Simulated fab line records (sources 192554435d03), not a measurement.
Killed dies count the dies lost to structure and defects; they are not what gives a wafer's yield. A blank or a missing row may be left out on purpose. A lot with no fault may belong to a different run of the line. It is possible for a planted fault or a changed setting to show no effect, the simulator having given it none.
fab line records / flow n5_finfet / part 2 of 2: steps 22 to 29 of 29
[record] lots = 5 wafers = 15 last_day = 18
route steps=1938 shown TV_LITHO@1886 TV_OPEN@1887 PAD_METAL@1893 PASSIVATION@1897
lots that met no fault: from a run of the same line without faults
start_h: hours from the record's opening day to when the first of the lot's shown wafers began / wait_h: hours since the lot's step before / " same as the row above / L1.1+2: a single row standing in for several wafers / - either no value or no given start / * or withheld: withheld / < > ~ a bound
route shown NAME@n: a module of which the file shows steps, and the number in the route of the first / usual: the fault-free wafers' mean and standard deviation / same: alike in all rows / chamber/n: place in a boat / sites: readings site by site / _std_site: standard deviation of those values / _edge_site: the outer-site mean with the inner-site mean subtracted / radius_mm: for every site, how far away it sits from the centre of the wafer / mask NAME#n: copy n / behind: the tool/chamber that last shaped the wafer / hold: cause of the lot's hold/its duration in hours/its outcome / device: names the non-switching transistor (n, p or np) / end of line: tests run on the same wafers once the route is complete / step lacking rows: just its recipe / killed: at the first sort, the dies lost to defects and structure; wafer yield is something else / map: shows each die of a wafer: x if killed, . if not, _ if none is there
set.NAME: the setting as run; set.NAME@STEP: as run at that earlier step / model.NAME: the simulator's own value behind a step, which no gauge read
lots seen at some steps along the route; tables by step, rows by wafer
services: when a tool's chamber went out of use (start_h, in hours from the record's first day, below 0 if earlier), for how many hours, and the reason
[[steps]]
[step N5_PASSIVATION_INSPECT_64]
[recipe] mode = adi inspect_instrument = macro
[usual] raw_defect_count = 2.0/1.4
lot.wafer=L083.1 tool=defect_inspect-02 chamber=- start_h=327.35 wait_h=0.0 raw_defect_count=1
lot.wafer=L083.2 tool=defect_inspect-02 chamber=- start_h=327.35 wait_h=0.0 raw_defect_count=2
lot.wafer=L083.6 tool=defect_inspect-02 chamber=- start_h=327.35 wait_h=0.0 raw_defect_count=1
lot.wafer=L086.2 tool=defect_inspect-01 chamber=- start_h=350.96 wait_h=0.0 raw_defect_count=3
lot.wafer=L086.3 tool=defect_inspect-01 chamber=- start_h=350.96 wait_h=0.0 raw_defect_count=4
lot.wafer=L086.5 tool=defect_inspect-01 chamber=- start_h=350.96 wait_h=0.0 raw_defect_count=1
lot.wafer=L094.2 tool=defect_inspect-01 chamber=- start_h=392.68 wait_h=0.0 raw_defect_count=3
lot.wafer=L094.3 tool=defect_inspect-01 chamber=- start_h=392.68 wait_h=0.0 raw_defect_count=1
lot.wafer=L094.4 tool=defect_inspect-01 chamber=- start_h=392.68 wait_h=0.0 raw_defect_count=3
lot.wafer=L096.1 tool=defect_inspect-01 chamber=- start_h=402.60 wait_h=0.0 raw_defect_count=2
lot.wafer=L096.4 tool=defect_inspect-01 chamber=- start_h=402.60 wait_h=0.0 raw_defect_count=2
lot.wafer=L096.6 tool=defect_inspect-01 chamber=- start_h=402.60 wait_h=0.0 raw_defect_count=4
lot.wafer=L097.2 tool=defect_inspect-01 chamber=- start_h=425.30 wait_h=0.0 raw_defect_count=3
lot.wafer=L097.4 tool=defect_inspect-01 chamber=- start_h=425.30 wait_h=0.0 raw_defect_count=2
lot.wafer=L097.6 tool=defect_inspect-01 chamber=- start_h=425.30 wait_h=0.0 raw_defect_count=4
[step N5_PASSIVATION_DESCUM_32]
[recipe] chemistry = O2 time_s = 7.9 source_power_w = 50 bias_power_w = 20 pressure_mtorr = 20 rf_frequency_hz = 2.712e+07 temp_c = 40 o2_flow_sccm = 225
[usual] drypump_motor_current_A = 5.9/0.39 oes_product_au = 0.85/0.091 rf_vpp_V = 242.5/1.3 showerhead_plenum_p_Torr = 2.05/0.065 throttle_valve_pct = 20.26/0.23
lot.wafer=L083.1 tool=rie_diel-05 chamber=2 start_h=327.38 wait_h=0.0 drypump_motor_current_A=5.5 oes_product_au=0.84 rf_hours_counter_h=75 rf_vpp_V=241.5 showerhead_plenum_p_Torr=2.02 throttle_valve_pct=20.10
lot.wafer=L083.2 tool=rie_diel-05 chamber=0 start_h=327.38 wait_h=0.0 drypump_motor_current_A=5.8 oes_product_au=0.95 rf_hours_counter_h=20 rf_vpp_V=244.4 showerhead_plenum_p_Torr=2.16 throttle_valve_pct=20.10
lot.wafer=L083.6 tool=rie_diel-05 chamber=0 start_h=327.38 wait_h=0.0 drypump_motor_current_A=5.8 oes_product_au=0.94 rf_hours_counter_h=- rf_vpp_V=244.1 showerhead_plenum_p_Torr=2.16 throttle_valve_pct=20.10
lot.wafer=L086.2 tool=rie_diel-02 chamber=3 start_h=351.06 wait_h=0.1 drypump_motor_current_A=6.0 oes_product_au=0.76 rf_hours_counter_h=113 rf_vpp_V=241.2 showerhead_plenum_p_Torr=2.00 throttle_valve_pct=20.51
lot.wafer=L086.3 tool=rie_diel-02 chamber=0 start_h=351.06 wait_h=0.1 drypump_motor_current_A=6.3 oes_product_au=0.71 rf_hours_counter_h=208 rf_vpp_V=239.5 showerhead_plenum_p_Torr=1.89 throttle_valve_pct=20.49
lot.wafer=L086.5 tool=rie_diel-02 chamber=0 start_h=351.06 wait_h=0.1 drypump_motor_current_A=6.3 oes_product_au=0.70 rf_hours_counter_h=- rf_vpp_V=239.4 showerhead_plenum_p_Torr=1.89 throttle_valve_pct=20.50
lot.wafer=L094.2 tool=rie_diel-05 chamber=3 start_h=393.03 wait_h=0.4 drypump_motor_current_A=6.5 oes_product_au=0.91 rf_hours_counter_h=25 rf_vpp_V=241.6 showerhead_plenum_p_Torr=2.13 throttle_valve_pct=20.38
lot.wafer=L094.3 tool=rie_diel-05 chamber=0 start_h=393.03 wait_h=0.4 drypump_motor_current_A=5.8 oes_product_au=0.89 rf_hours_counter_h=47 rf_vpp_V=243.8 showerhead_plenum_p_Torr=2.15 throttle_valve_pct=20.15
lot.wafer=L094.4 tool=rie_diel-05 chamber=2 start_h=393.03 wait_h=0.4 drypump_motor_current_A=5.5 oes_product_au=0.81 rf_hours_counter_h=- rf_vpp_V=242.1 showerhead_plenum_p_Torr=2.01 throttle_valve_pct=20.15
lot.wafer=L096.1 tool=rie_diel-03 chamber=0 start_h=402.64 wait_h=0.0 drypump_motor_current_A=6.3 oes_product_au=0.86 rf_hours_counter_h=62 rf_vpp_V=242.5 showerhead_plenum_p_Torr=2.04 throttle_valve_pct=20.36
lot.wafer=L096.4 tool=rie_diel-03 chamber=2 start_h=402.64 wait_h=0.0 drypump_motor_current_A=5.5 oes_product_au=0.85 rf_hours_counter_h=- rf_vpp_V=242.2 showerhead_plenum_p_Torr=2.01 throttle_valve_pct=20.04
lot.wafer=L096.6 tool=rie_diel-03 chamber=3 start_h=402.64 wait_h=0.0 drypump_motor_current_A=5.9 oes_product_au=0.94 rf_hours_counter_h=- rf_vpp_V=242.7 showerhead_plenum_p_Torr=2.03 throttle_valve_pct=19.82
lot.wafer=L097.2 tool=rie_diel-03 chamber=1 start_h=425.33 wait_h=0.0 drypump_motor_current_A=6.4 oes_product_au=0.71 rf_hours_counter_h=195 rf_vpp_V=243.9 showerhead_plenum_p_Torr=2.07 throttle_valve_pct=20.56
lot.wafer=L097.4 tool=rie_diel-03 chamber=3 start_h=425.33 wait_h=0.0 drypump_motor_current_A=5.9 oes_product_au=0.92 rf_hours_counter_h=29 rf_vpp_V=241.2 showerhead_plenum_p_Torr=2.03 throttle_valve_pct=19.83
lot.wafer=L097.6 tool=rie_diel-03 chamber=0 start_h=425.33 wait_h=0.0 drypump_motor_current_A=6.3 oes_product_au=0.85 rf_hours_counter_h=- rf_vpp_V=243.6 showerhead_plenum_p_Torr=2.04 throttle_valve_pct=20.37
[step N5_PASSIVATION_AL_ETCH_33]
[recipe] chemistry = Cl2/BCl3 target_depth_a = 28000 over_etch_frac = 0.15 Cl2_flow_sccm = 180 bcl3_flow_sccm = 60 target = Al stop_on = TaN time_s = 466.7 ion_energy_ev = 100 pressure_mtorr = 10 icp_w = 900 bias_w = 100
[usual] drypump_motor_current_A = 5.9/0.36 oes_product_au = 0.67/0.078 throttle_valve_pct = 34.39/0.27
lot.wafer=L083.1 tool=rie_metal-02 chamber=1 start_h=327.47 wait_h=0.1 drypump_motor_current_A=5.1 oes_product_au=0.63 rf_hours_counter_h=94 throttle_valve_pct=34.74
lot.wafer=L083.2 tool=rie_metal-02 chamber=0 start_h=327.47 wait_h=0.1 drypump_motor_current_A=5.7 oes_product_au=0.79 rf_hours_counter_h=10 throttle_valve_pct=34.20
lot.wafer=L083.6 tool=rie_metal-02 chamber=0 start_h=327.47 wait_h=0.1 drypump_motor_current_A=5.7 oes_product_au=0.80 rf_hours_counter_h=- throttle_valve_pct=34.19
lot.wafer=L086.2 tool=rie_metal-03 chamber=0 start_h=351.14 wait_h=0.1 drypump_motor_current_A=5.9 oes_product_au=0.71 rf_hours_counter_h=43 throttle_valve_pct=34.60
lot.wafer=L086.3 tool=rie_metal-03 chamber=1 start_h=351.14 wait_h=0.1 drypump_motor_current_A=6.4 oes_product_au=0.61 rf_hours_counter_h=- throttle_valve_pct=34.48
lot.wafer=L086.5 tool=rie_metal-03 chamber=1 start_h=351.14 wait_h=0.1 drypump_motor_current_A=6.4 oes_product_au=0.61 rf_hours_counter_h=- throttle_valve_pct=34.53
lot.wafer=L094.2 tool=rie_metal-01 chamber=0 start_h=393.12 wait_h=0.1 drypump_motor_current_A=6.1 oes_product_au=0.82 rf_hours_counter_h=5 throttle_valve_pct=34.42
lot.wafer=L094.3 tool=rie_metal-01 chamber=0 start_h=393.12 wait_h=0.1 drypump_motor_current_A=6.1 oes_product_au=0.82 rf_hours_counter_h=- throttle_valve_pct=34.41
lot.wafer=L094.4 tool=rie_metal-01 chamber=1 start_h=393.12 wait_h=0.1 drypump_motor_current_A=6.0 oes_product_au=0.59 rf_hours_counter_h=- throttle_valve_pct=34.03
lot.wafer=L096.1 tool=rie_metal-01 chamber=1 start_h=402.73 wait_h=0.1 drypump_motor_current_A=6.0 oes_product_au=0.59 rf_hours_counter_h=100 throttle_valve_pct=34.01
lot.wafer=L096.4 tool=rie_metal-01 chamber=0 start_h=402.73 wait_h=0.1 drypump_motor_current_A=6.1 oes_product_au=0.82 rf_hours_counter_h=- throttle_valve_pct=34.40
lot.wafer=L096.6 tool=rie_metal-01 chamber=1 start_h=402.73 wait_h=0.1 drypump_motor_current_A=5.9 oes_product_au=0.60 rf_hours_counter_h=- throttle_valve_pct=34.00
lot.wafer=L097.2 tool=rie_metal-03 chamber=0 start_h=425.55 wait_h=0.2 drypump_motor_current_A=5.9 oes_product_au=0.68 rf_hours_counter_h=- throttle_valve_pct=34.62
lot.wafer=L097.4 tool=rie_metal-03 chamber=0 start_h=425.55 wait_h=0.2 drypump_motor_current_A=5.9 oes_product_au=0.68 rf_hours_counter_h=- throttle_valve_pct=34.62
lot.wafer=L097.6 tool=rie_metal-03 chamber=0 start_h=425.55 wait_h=0.2 drypump_motor_current_A=5.9 oes_product_au=0.69 rf_hours_counter_h=- throttle_valve_pct=34.60
[step N5_PASSIVATION_ETCH_59]
[recipe] chemistry = Cl2/BCl3 target = TaN target_depth_a = 650 time_s = 34.9 ion_energy_ev = 100 pressure_mtorr = 10 icp_w = 900 bias_w = 100 Cl2_flow_sccm = 60 bcl3_flow_sccm = 30
[usual] drypump_motor_current_A = 5.9/0.36 oes_product_au = 0.75/0.086 throttle_valve_pct = 21.20/0.23
lot.wafer=L083.1 tool=rie_metal-02 chamber=1 start_h=327.87 wait_h=0.3 drypump_motor_current_A=5.1 oes_product_au=0.70 rf_hours_counter_h=94 throttle_valve_pct=21.52
lot.wafer=L083.2 tool=rie_metal-02 chamber=0 start_h=327.87 wait_h=0.3 drypump_motor_current_A=5.7 oes_product_au=0.92 rf_hours_counter_h=11 throttle_valve_pct=20.89
lot.wafer=L083.6 tool=rie_metal-02 chamber=0 start_h=327.87 wait_h=0.3 drypump_motor_current_A=5.7 oes_product_au=0.91 rf_hours_counter_h=- throttle_valve_pct=20.92
lot.wafer=L086.2 tool=rie_metal-03 chamber=0 start_h=351.55 wait_h=0.3 drypump_motor_current_A=5.9 oes_product_au=0.77 rf_hours_counter_h=43 throttle_valve_pct=21.39
lot.wafer=L086.3 tool=rie_metal-03 chamber=1 start_h=351.55 wait_h=0.3 drypump_motor_current_A=6.5 oes_product_au=0.68 rf_hours_counter_h=- throttle_valve_pct=21.30
lot.wafer=L086.5 tool=rie_metal-03 chamber=1 start_h=351.55 wait_h=0.3 drypump_motor_current_A=6.4 oes_product_au=0.67 rf_hours_counter_h=- throttle_valve_pct=21.32
lot.wafer=L094.2 tool=rie_metal-01 chamber=0 start_h=393.52 wait_h=0.3 drypump_motor_current_A=6.1 oes_product_au=0.90 rf_hours_counter_h=5 throttle_valve_pct=21.19
lot.wafer=L094.3 tool=rie_metal-01 chamber=0 start_h=393.52 wait_h=0.3 drypump_motor_current_A=6.1 oes_product_au=0.92 rf_hours_counter_h=- throttle_valve_pct=21.18
lot.wafer=L094.4 tool=rie_metal-01 chamber=1 start_h=393.52 wait_h=0.3 drypump_motor_current_A=5.9 oes_product_au=0.68 rf_hours_counter_h=- throttle_valve_pct=20.96
lot.wafer=L096.1 tool=rie_metal-01 chamber=1 start_h=403.13 wait_h=0.3 drypump_motor_current_A=6.0 oes_product_au=0.67 rf_hours_counter_h=100 throttle_valve_pct=20.97
lot.wafer=L096.4 tool=rie_metal-01 chamber=0 start_h=403.13 wait_h=0.3 drypump_motor_current_A=6.1 oes_product_au=0.90 rf_hours_counter_h=- throttle_valve_pct=21.19
lot.wafer=L096.6 tool=rie_metal-01 chamber=1 start_h=403.13 wait_h=0.3 drypump_motor_current_A=6.0 oes_product_au=0.67 rf_hours_counter_h=- throttle_valve_pct=20.97
lot.wafer=L097.2 tool=rie_metal-03 chamber=0 start_h=426.26 wait_h=0.6 drypump_motor_current_A=5.9 oes_product_au=0.75 rf_hours_counter_h=- throttle_valve_pct=21.39
lot.wafer=L097.4 tool=rie_metal-03 chamber=0 start_h=426.26 wait_h=0.6 drypump_motor_current_A=5.9 oes_product_au=0.74 rf_hours_counter_h=- throttle_valve_pct=21.43
lot.wafer=L097.6 tool=rie_metal-03 chamber=0 start_h=426.26 wait_h=0.6 drypump_motor_current_A=5.9 oes_product_au=0.76 rf_hours_counter_h=- throttle_valve_pct=21.42
[step N5_PASSIVATION_STRIP_34]
[recipe] chemistry = O2 power_w = 600 temp_c = 60 pressure_mtorr = 30 rf_frequency_hz = 6e+07 bias_power_w = 0 overash_fraction = 2 o2_flow_sccm = 225
[usual] drypump_motor_current_A = 5.9/0.41 oes_product_au = 0.83/0.094 rf_vpp_V = 3.4/1.4 showerhead_plenum_p_Torr = 2.07/0.078 throttle_valve_pct = 16.57/0.21
lot.wafer=L083.1 tool=rie_diel-02 chamber=3 start_h=327.98 wait_h=0.1 drypump_motor_current_A=6.0 oes_product_au=0.76 rf_hours_counter_h=104 rf_vpp_V=4.5 showerhead_plenum_p_Torr=2.01 throttle_valve_pct=16.76
lot.wafer=L083.2 tool=rie_diel-02 chamber=1 start_h=327.98 wait_h=0.1 drypump_motor_current_A=5.4 oes_product_au=0.67 rf_hours_counter_h=240 rf_vpp_V=3.2 showerhead_plenum_p_Torr=2.15 throttle_valve_pct=16.61
lot.wafer=L083.6 tool=rie_diel-02 chamber=2 start_h=327.98 wait_h=0.1 drypump_motor_current_A=5.8 oes_product_au=0.87 rf_hours_counter_h=- rf_vpp_V=6.2 showerhead_plenum_p_Torr=2.05 throttle_valve_pct=16.62
lot.wafer=L086.2 tool=rie_diel-03 chamber=2 start_h=351.66 wait_h=0.1 drypump_motor_current_A=5.4 oes_product_au=0.87 rf_hours_counter_h=50 rf_vpp_V=4.5 showerhead_plenum_p_Torr=2.03 throttle_valve_pct=16.28
lot.wafer=L086.3 tool=rie_diel-03 chamber=1 start_h=351.66 wait_h=0.1 drypump_motor_current_A=6.3 oes_product_au=0.73 rf_hours_counter_h=181 rf_vpp_V=4.7 showerhead_plenum_p_Torr=2.08 throttle_valve_pct=16.76
lot.wafer=L086.5 tool=rie_diel-03 chamber=2 start_h=351.66 wait_h=0.1 drypump_motor_current_A=5.5 oes_product_au=0.87 rf_hours_counter_h=- rf_vpp_V=2.9 showerhead_plenum_p_Torr=2.03 throttle_valve_pct=16.30
lot.wafer=L094.2 tool=rie_diel-05 chamber=2 start_h=393.64 wait_h=0.1 drypump_motor_current_A=5.5 oes_product_au=0.81 rf_hours_counter_h=100 rf_vpp_V=3.2 showerhead_plenum_p_Torr=2.02 throttle_valve_pct=16.36
lot.wafer=L094.3 tool=rie_diel-05 chamber=3 start_h=393.64 wait_h=0.1 drypump_motor_current_A=6.5 oes_product_au=0.93 rf_hours_counter_h=26 rf_vpp_V=2.5 showerhead_plenum_p_Torr=2.14 throttle_valve_pct=16.63
lot.wafer=L094.4 tool=rie_diel-05 chamber=3 start_h=393.64 wait_h=0.1 drypump_motor_current_A=6.5 oes_product_au=0.90 rf_hours_counter_h=- rf_vpp_V=3.1 showerhead_plenum_p_Torr=2.14 throttle_valve_pct=16.61
lot.wafer=L096.1 tool=rie_diel-03 chamber=3 start_h=403.28 wait_h=0.1 drypump_motor_current_A=5.9 oes_product_au=0.96 rf_hours_counter_h=21 rf_vpp_V=5.1 showerhead_plenum_p_Torr=2.03 throttle_valve_pct=16.10
lot.wafer=L096.4 tool=rie_diel-03 chamber=2 start_h=403.28 wait_h=0.1 drypump_motor_current_A=5.4 oes_product_au=0.85 rf_hours_counter_h=- rf_vpp_V=1.3 showerhead_plenum_p_Torr=2.02 throttle_valve_pct=16.30
lot.wafer=L096.6 tool=rie_diel-03 chamber=0 start_h=403.28 wait_h=0.1 drypump_motor_current_A=6.3 oes_product_au=0.86 rf_hours_counter_h=- rf_vpp_V=3.0 showerhead_plenum_p_Torr=2.05 throttle_valve_pct=16.58
lot.wafer=L097.2 tool=rie_diel-03 chamber=2 start_h=426.44 wait_h=0.1 drypump_motor_current_A=5.5 oes_product_au=0.82 rf_hours_counter_h=81 rf_vpp_V=4.7 showerhead_plenum_p_Torr=2.02 throttle_valve_pct=16.29
lot.wafer=L097.4 tool=rie_diel-03 chamber=1 start_h=426.44 wait_h=0.1 drypump_motor_current_A=6.4 oes_product_au=0.71 rf_hours_counter_h=196 rf_vpp_V=4.5 showerhead_plenum_p_Torr=2.08 throttle_valve_pct=16.79
lot.wafer=L097.6 tool=rie_diel-03 chamber=0 start_h=426.44 wait_h=0.1 drypump_motor_current_A=6.3 oes_product_au=0.84 rf_hours_counter_h=- rf_vpp_V=3.3 showerhead_plenum_p_Torr=2.04 throttle_valve_pct=16.69
[step N5_PASSIVATION_STRIP_51]
[recipe] chemistry = post_etch_residue_remover time_s = 1200 temp_c = 72.5
lot.wafer=L083.1+2+6 tool=wet_bench-06 chamber=5,4,1 start_h=328.05 wait_h=-
lot.wafer=L086.2+3+5 tool=wet_bench-06 chamber=3,5,0 start_h=351.73 wait_h=-
lot.wafer=L094.2+3+4 tool=wet_bench-06 chamber=6,7,3 start_h=393.71 wait_h=-
lot.wafer=L096.1+4+6 tool=wet_bench-01 chamber=4,1,2 start_h=403.35 wait_h=-
lot.wafer=L097.2+4+6 tool=wet_bench-06 chamber=6,4,7 start_h=426.50 wait_h=-
[step N5_PASSIVATION_CLEAN_69]
[recipe] chemistry = IPA time_s = 180 temp_c = 25
lot.wafer=L083.1+2+6 tool=wet_bench-06 chamber=5,4,1 start_h=328.38 wait_h=0.0
lot.wafer=L086.2+3+5 tool=wet_bench-06 chamber=3,5,0 start_h=352.06 wait_h=0.0
lot.wafer=L094.2+3+4 tool=wet_bench-06 chamber=6,7,3 start_h=394.04 wait_h=0.0
lot.wafer=L096.1+4+6 tool=wet_bench-01 chamber=4,1,2 start_h=403.68 wait_h=0.0
lot.wafer=L097.2+4+6 tool=wet_bench-06 chamber=6,4,7 start_h=426.84 wait_h=0.0
[step N5_PASSIVATION_SRD_70]
[recipe] dry = ipa_marangoni time_s = 30 temp_c = 23 rinse_liquid = diw
lot.wafer=L083.1+2+6 tool=wet_bench-06 chamber=5,4,1 start_h=328.44 wait_h=0.0
lot.wafer=L086.2+3+5 tool=wet_bench-06 chamber=3,5,0 start_h=352.12 wait_h=0.0
lot.wafer=L094.2+3+4 tool=wet_bench-06 chamber=6,7,3 start_h=394.09 wait_h=0.0
lot.wafer=L096.1+4+6 tool=wet_bench-01 chamber=4,1,2 start_h=403.73 wait_h=0.0
lot.wafer=L097.2+4+6 tool=wet_bench-06 chamber=6,4,7 start_h=426.89 wait_h=0.0
[[services]]
tool=rie_diel-03 chamber=2 start_h=308.08 hours=2.5 kind=repair
tool=rie_diel-03 chamber=3 start_h=308.34 hours=5.9 kind=repair
tool=krf_scanner-02 chamber=- start_h=311.07 hours=4.0 kind=pm
tool=rie_diel-03 chamber=1 start_h=314.59 hours=8.3 kind=repair
tool=rie_diel-01 chamber=2 start_h=333.70 hours=4.4 kind=repair
tool=rie_diel-05 chamber=2 start_h=335.38 hours=4.5 kind=repair
tool=wet_bench-06 chamber=- start_h=336.30 hours=13.4 kind=repair
tool=rie_diel-01 chamber=3 start_h=341.29 hours=5.2 kind=repair
tool=rie_metal-01 chamber=- start_h=348.39 hours=1.9 kind=repair
tool=pvd_sputter-01 chamber=- start_h=351.60 hours=5.5 kind=repair
tool=rie_diel-01 chamber=1 start_h=352.93 hours=1.8 kind=repair
tool=rie_diel-04 chamber=1 start_h=357.76 hours=5.1 kind=repair
tool=krf_scanner-02 chamber=- start_h=359.60 hours=1.0 kind=pm
tool=rie_metal-01 chamber=- start_h=360.30 hours=5.2 kind=repair
tool=krf_scanner-02 chamber=- start_h=368.55 hours=1.3 kind=pm
tool=krf_scanner-02 chamber=- start_h=369.85 hours=3.6 kind=pm
tool=rie_diel-03 chamber=1 start_h=370.41 hours=3.2 kind=repair
tool=rie_diel-03 chamber=3 start_h=376.39 hours=2.1 kind=repair
tool=krf_scanner-02 chamber=- start_h=379.76 hours=4.4 kind=pm
tool=rie_diel-03 chamber=0 start_h=382.97 hours=3.4 kind=repair
tool=rie_diel-03 chamber=1 start_h=385.29 hours=21.7 kind=repair
tool=rie_diel-05 chamber=1 start_h=385.92 hours=10.7 kind=repair
tool=rie_metal-03 chamber=1 start_h=390.53 hours=20.3 kind=repair
tool=rie_diel-05 chamber=- start_h=394.14 hours=14.6 kind=pm
